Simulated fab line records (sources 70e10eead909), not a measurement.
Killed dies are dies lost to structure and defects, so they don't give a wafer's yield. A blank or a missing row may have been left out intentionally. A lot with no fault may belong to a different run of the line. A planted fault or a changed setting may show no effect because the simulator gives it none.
Struck lot and sound lot, side by side :: flow nand-harc :: 15 out of 1159 route steps
Sound: wafers L597.1, L597.2, L597.4. Struck: wafer L610.1 (L610.2, L610.3, from the same lot, were not struck and are left out); the cause is given at the end.
At each step with rows: each side's tool, then ch and its chambers, then its first start. Under that, the readings that differ: sound wafers :: struck wafers :: difference of the means :: sigmas: that difference in standard deviations of wafers without a fault.
alike: readings whose means differ by less than 2 such deviations, and words and numbers that are the same on both sides. not compared: withheld readings, readings that some wafer has no value for, bounds like >300 that may hide the same value, and numbers for which the record gives no deviation and whose values overlap.
The two part at a step that has a row with sigmas, a row that says differs or no value, or rows on one side only. Non-overlapping numbers with no deviation appear without sigmas and do not part them. A reading that every wafer of one side lacks parts them only if that side has two wafers or more.

NHARC_P_M1_CD_MEAS_09 targets a cd of 130 nm.
  sound on cd-sem-02 ch 0, day 6 09:48; struck on cd-sem-01 ch 0, day 9 06:43
  alike: cd-nm
NHARC_P_M1_OVL_MEAS_10: pitch 260 nm.
  sound on overlay-01, day 6 09:53; struck on overlay-01, day 9 06:49
  alike: overlay-x-nm, overlay-y-nm
NHARC_P_M1_INSPECT_11:
  sound on defect-inspect-01, day 6 09:55; struck on defect-inspect-01, day 9 06:51
reading: raw-defect-count
sound: 0 2 4
struck: 7
difference: +5
sigmas: +2
then, 1 step without rows for these wafers: NHARC_P_M1_DESCUM_14 (chemistry O2, time 3 s).
NHARC_P_M1_ETCH_35: etches the open film in N2/H2, target depth 40 nm, overetch 12 nm, time 43.94 s.
  sound on rie-diel-12 ch 0,1,3, day 6 10:04; struck on rie-diel-12 ch 1, day 9 07:01
reading: rf-hours-counter-h (h)
sound: 7 7 6
struck: 11
difference: +4
sigmas: 
  alike: drypump-motor-current-A, oes-product-au, rf-vpp-V, showerhead-plenum-p-Torr, throttle-valve-pct
NHARC_P_M1_ETCH_15: etches the open film in C4F8/Ar, target depth 182.5 nm, time 91.2 s.
  sound on rie-diel-12 ch 1,2,3; struck on rie-diel-12 ch 1
reading: oes-product-au (a.u.)
sound: 0.961 0.971 0.971
struck: 0.908
difference: -0.060
sigmas: -3

reading: rf-hours-counter-h (h)
sound: 6 7 6
struck: 11
difference: +5
sigmas: 
  alike: rf-vpp-V
NHARC_P_M1_CD_MEAS_16:
  sound on cd-sem-02, day 6 10:17; struck on cd-sem-03, day 9 07:16
  alike: cd-nm
then, 1 step without rows for these wafers: NHARC_P_M1_STRIP_18 (strips in N2/H2).
NHARC_P_M1_ETCH_28: etches the open film in CF4/N2, target depth 30 nm, time 72.99 s.
  sound on rie-diel-07 ch 0,2,3; struck on rie-diel-01 ch 0
reading: rf-hours-counter-h (h)
sound: 1.3 1.4 1.4
struck: 3.8
difference: +2.4
sigmas: 
  alike: drypump-motor-current-A, oes-product-au, rf-vpp-V, showerhead-plenum-p-Torr, throttle-valve-pct
then, 1 step without rows for these wafers: NHARC_P_M1_STRIP_19 (strips in post etch residue remover, time 600 s).
NHARC_P_M1_DEGAS_29: time 60 s.
  sound on pvd-sputter-02, day 6 11:00; struck on pvd-sputter-02, day 9 08:02
  alike: heater-power-w
then, 1 step without rows for these wafers: NHARC_P_M1_PRE_CLEAN_30 (time 30 s).
NHARC_P_M1_PVD_20: deposits TaN, target thk 5 nm, time 8.06 s.
  sound on pvd-sputter-02, day 6 11:07; struck on pvd-sputter-02, day 9 08:09
reading: cathode-dc-power-W (W)
sound: 14999 15004 15000
struck: 15976
difference: +975
sigmas: +99 or more
  alike: throttle-valve-pct
NHARC_P_M1_PVD_21: deposits Cu, target thk 30 nm, time 20.49 s.
  sound on pvd-sputter-02; struck on pvd-sputter-02
  alike: cathode-dc-power-W, throttle-valve-pct
NHARC_END_SORT_01:
  the record has rows for the sound wafers here (prober-02 ch 0, day 20 08:39) and none for the struck ones

== WHERE THEY PART ==
Last at NHARC_END_SORT_01 as far as this record goes, first at NHARC_P_M1_INSPECT_11.

WHY: what had been put in by the simulator
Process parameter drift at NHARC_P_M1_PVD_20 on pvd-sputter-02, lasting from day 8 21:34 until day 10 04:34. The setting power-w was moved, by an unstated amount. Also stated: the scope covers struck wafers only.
